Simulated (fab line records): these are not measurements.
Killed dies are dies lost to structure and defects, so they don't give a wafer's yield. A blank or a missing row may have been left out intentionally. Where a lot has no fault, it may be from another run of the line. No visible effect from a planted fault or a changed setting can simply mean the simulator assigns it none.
A lot that was struck, set against a sound lot | flow nand_harc | 39 out of 1302 route steps
Sound: these wafers, L113.3, L113.4, L113.6. Struck: wafer L111.4 (left out: L111.3, a lot-mate that was not struck); the cause follows at the end.
At each step with rows: each side's tool, then ch and its chambers, then its first start. Under that, the readings that differ: sound wafers | struck wafers | difference of the means | sigmas: that difference in standard deviations of wafers without a fault.
alike: words and numbers the same on both sides, and readings whose means are apart by under 2 such deviations; not compared: readings that were withheld, readings missing a value for some wafer, numbers with overlapping values and no deviation given by the record, and bounds like >300 which may hide the same value.
A row with sigmas, a row that says differs or no value, or rows on one side alone: a step with any of these is where the two part. Numbers that don't overlap but have no deviation are shown without sigmas and don't part them. A reading missing from all wafers of one side parts the sides only when that side holds two or more wafers.

first, 10 steps without rows for these wafers: NHARC_A_CHANNEL_HOLE_D2_DEP_00 (deposits aC, target thk 3100 nm); NHARC_A_CHANNEL_HOLE_D2_DEP_01 (deposits SiON, target thk 140 nm); NHARC_A_CHANNEL_HOLE_D2_DEHYDRATE_02 (time 120 s); NHARC_A_CHANNEL_HOLE_D2_HMDS_03 (time 30 s); NHARC_A_CHANNEL_HOLE_D2_COAT_36 (time 75 s); NHARC_A_CHANNEL_HOLE_D2_COAT_37 (time 65 s); NHARC_A_CHANNEL_HOLE_D2_COAT_04 (resist thk 90 nm); NHARC_A_CHANNEL_HOLE_D2_SOFTBAKE_05 (time 55 s); NHARC_A_CHANNEL_HOLE_D2_EBR_06; NHARC_A_CHANNEL_HOLE_D2_EXPOSE_07 (exposes mask HOLE D2, target cd 100 nm).
NHARC_A_CHANNEL_HOLE_D2_PEB_08: peb time 65 s.
  sound on litho_track-01 ch 0, day 18 03:29; struck on litho_track-06 ch 0, day 17 02:31
  reading                  | sound             | struck | difference | sigmas
  heater_power_total_W (W) | 156.8 156.0 156.3 | 182.9  | +26.5      | +65
then, 1 step without rows for these wafers: NHARC_A_CHANNEL_HOLE_D2_DEVELOP_09 (develop time 35 s).
NHARC_A_CHANNEL_HOLE_D2_CD_MEAS_10: target cd 100 nm.
  sound on cd_sem-01 ch 0, day 18 03:34; struck on cd_sem-01 ch 0, day 17 02:36
  reading    | sound             | struck | difference | sigmas
  cd_nm (nm) | 100.8 100.7 100.8 | 90.8   | -10.0      | -19
NHARC_A_CHANNEL_HOLE_D2_DESCUM_15: chemistry O2, time 3 s.
  sound on rie_diel-13 ch 1,3, day 18 03:46; struck on rie_diel-13 ch 1, day 17 02:47
  reading                            | sound             | struck | difference | sigmas
  model.A_CHANNEL_HOLE_D2.cd_nm (nm) | 99.85 100.3 99.68 | 89.89  | -10.05     |
  alike: chamber_pressure_mTorr, drypump_motor_current_A, oes_product_au, rf_vpp_V, showerhead_plenum_p_Torr, throttle_valve_pct
  not compared: rf_hours_counter_h
then, 4 steps without rows for these wafers: NHARC_A_CHANNEL_HOLE_D2_ETCH_38 (etches the open film in CF4, target depth 39 nm, time 65 s); NHARC_A_CHANNEL_HOLE_D2_ETCH_39 (etches the open film in N2/H2, target depth 260 nm, time 325 s); NHARC_A_CHANNEL_HOLE_D2_ETCH_34 (etches the open film in CF4/CHF3, target depth 154 nm, time 77 s); NHARC_A_CHANNEL_HOLE_D2_ETCH_16 (etches the open film in O2/COS, target depth 3100 nm, time 806 s).
NHARC_A_CHANNEL_HOLE_D2_CD_MEAS_18:
  struck on cd_sem-03, day 17 03:54; sound on cd_sem-03, day 18 05:04
  reading    | sound          | struck | difference | sigmas
  cd_nm (nm) | 99.1 97.9 98.3 | 89.5   | -8.9       | -4
then, 12 steps without rows for these wafers: NHARC_A_CHANNEL_HOLE_D2_ETCH_19 (etches the open film in C4F8/O2/Ar, time 34.5 s); NHARC_A_CHANNEL_HOLE_D2_ETCH_20 (etches the open film in C4F8/O2/Ar, time 361.9 s, target depth 1600 nm); NHARC_A_CHANNEL_HOLE_D2_ETCH_21 (etches the open film in C4F8/O2/Ar, time 514.3 s, target depth 1600 nm); NHARC_A_CHANNEL_HOLE_D2_ETCH_22 (etches the open film in C4F8/O2/Ar, time 666.7 s, target depth 1600 nm); NHARC_A_CHANNEL_HOLE_D2_ETCH_23 (etches the open film in C4F8/O2/Ar, time 819 s, target depth 1600 nm); NHARC_A_CHANNEL_HOLE_D2_ETCH_24 (etches the open film in C4F8/O2/Ar, time 906.2 s, target depth 1500 nm); NHARC_A_CHANNEL_HOLE_D2_ETCH_25 (etches the open film in C4F8/O2/Ar, time 1040.2 s, target depth 1500 nm); NHARC_A_CHANNEL_HOLE_D2_ETCH_26 (etches the open film in C4F8/O2/Ar, time 224.1 s, target depth 300 nm); NHARC_A_CHANNEL_HOLE_D2_ETCH_27 (etches the open film in C4F8/O2/Ar, time 90 s, target depth 400 nm); NHARC_A_CHANNEL_HOLE_D2_STRIP_41 (strips in N2/H2); NHARC_A_CHANNEL_HOLE_D2_STRIP_42 (strips in CF4/CHF3); NHARC_A_CHANNEL_HOLE_D2_STRIP_43 (strips in O2/COS).
NHARC_A_CHANNEL_HOLE_D2_ETCH_44: etches the open film in CF4/O2, target depth 140 nm, overetch 14 nm, time 77 s.
  sound on rie_diel-06 ch 0,1,3, day 18 09:52; struck on rie_diel-06 ch 0, day 17 16:33
  reading                            | sound             | struck | difference | sigmas
  oes_product_au (a.u.)              | 1.012 0.993 0.999 | 0.980  | -0.021     | -2
  model.A_CHANNEL_HOLE_D2.cd_nm (nm) | 90.15 92.45 88.71 | 82.17  | -8.27      |
  alike: chamber_pressure_mTorr, drypump_motor_current_A, rf_fwd_power_W, rf_vpp_V, showerhead_plenum_p_Torr, throttle_valve_pct
  not compared: rf_hours_counter_h
then, 3 steps without rows for these wafers: NHARC_A_CHANNEL_HOLE_D2_STRIP_28 (strips in O2); NHARC_A_CHANNEL_HOLE_D2_PRECLEAN_29 (cleans in SC1); NHARC_A_CHANNEL_HOLE_D2_SRD_30.
NHARC_A_CHANNEL_HOLE_D2_CD_MEAS_31:
  struck on cd_sem-03, day 17 17:20; sound on cd_sem-02, day 18 10:40
  reading    | sound          | struck | difference | sigmas
  cd_nm (nm) | 91.1 92.6 89.3 | 82.1   | -8.9       | -7
NHARC_A_CHANNEL_HOLE_D2_XSEM_32:
  sound on xsem-01 ch 0, day 18 10:45; struck on xsem-01 ch 0, day 17 17:25
  reading        | sound          | struck | difference | sigmas
  bot_cd_nm (nm) | 75.4 78.0 73.4 | 66.6   | -9.0       | -5
  bow_nm (nm)    | 8.65 8.52 8.58 | 9.12   | +0.54      | +2
  alike: tilt_deg
-- the record jumps here: 11 days lie between the struck wafers' starts before and after (it left off in module A_CHANNEL_HOLE_D2 and takes up again in module END, whose first step shown is number 1301 of the route) --
NHARC_END_WLT_00:
  struck on prober-01, day 29 00:34; sound on prober-01, day 29 12:07
  reading                           | sound             | struck | difference | sigmas
  VT_DECK1_TOP_INNER                | 0.899 0.892 0.895 | 0.908  | +0.013     | +2
  VT_DECK2_BOTTOM                   | 0.874 0.887 0.880 | 0.844  | -0.036     | -5
  VT_DECK2_BOTTOM_INNER             | 0.878 0.895 0.871 | 0.839  | -0.042     | -5
  VT_DECK2_MEDIAN_NEAR_BOTTOM       | 0.876 0.887 0.877 | 0.844  | -0.036     | -4
  VT_DECK2_MEDIAN_NEAR_BOTTOM_INNER | 0.877 0.884 0.872 | 0.847  | -0.031     | -4
  VT_DECK2_MIDDLE                   | 0.888 0.901 0.886 | 0.855  | -0.037     | -5
  VT_DECK2_MIDDLE_INNER             | 0.889 0.888 0.884 | 0.856  | -0.031     | -5
  VT_DECK2_TOP                      | 0.901 0.903 0.900 | 0.870  | -0.031     | -4
  VT_DECK2_TOP_INNER                | 0.900 0.904 0.894 | 0.867  | -0.032     | -4
  alike: VT_DECK1_BOTTOM, VT_DECK1_BOTTOM_INNER, VT_DECK1_MEDIAN_NEAR_BOTTOM, VT_DECK1_MEDIAN_NEAR_BOTTOM_INNER, VT_DECK1_MIDDLE, VT_DECK1_MIDDLE_INNER, VT_DECK1_TOP
NHARC_END_SORT_01:
  sound on prober-01 ch 0, day 29 18:07; struck on prober-01 ch 0, day 29 04:57
  alike: killed_at_array, killed_at_other, killed_at_periphery, killed_dies, killed_open, killed_short

## WHERE THEY PART
Last at NHARC_END_WLT_00 as far as this record goes, first at NHARC_A_CHANNEL_HOLE_D2_PEB_08. Later steps at which nothing parts them and some readings are alike: NHARC_END_SORT_01.

WHY: the cause the simulator had injected
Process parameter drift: litho_track-06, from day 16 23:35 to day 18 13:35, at NHARC_A_CHANNEL_HOLE_D2_PEB_08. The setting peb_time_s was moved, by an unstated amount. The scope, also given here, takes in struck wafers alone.
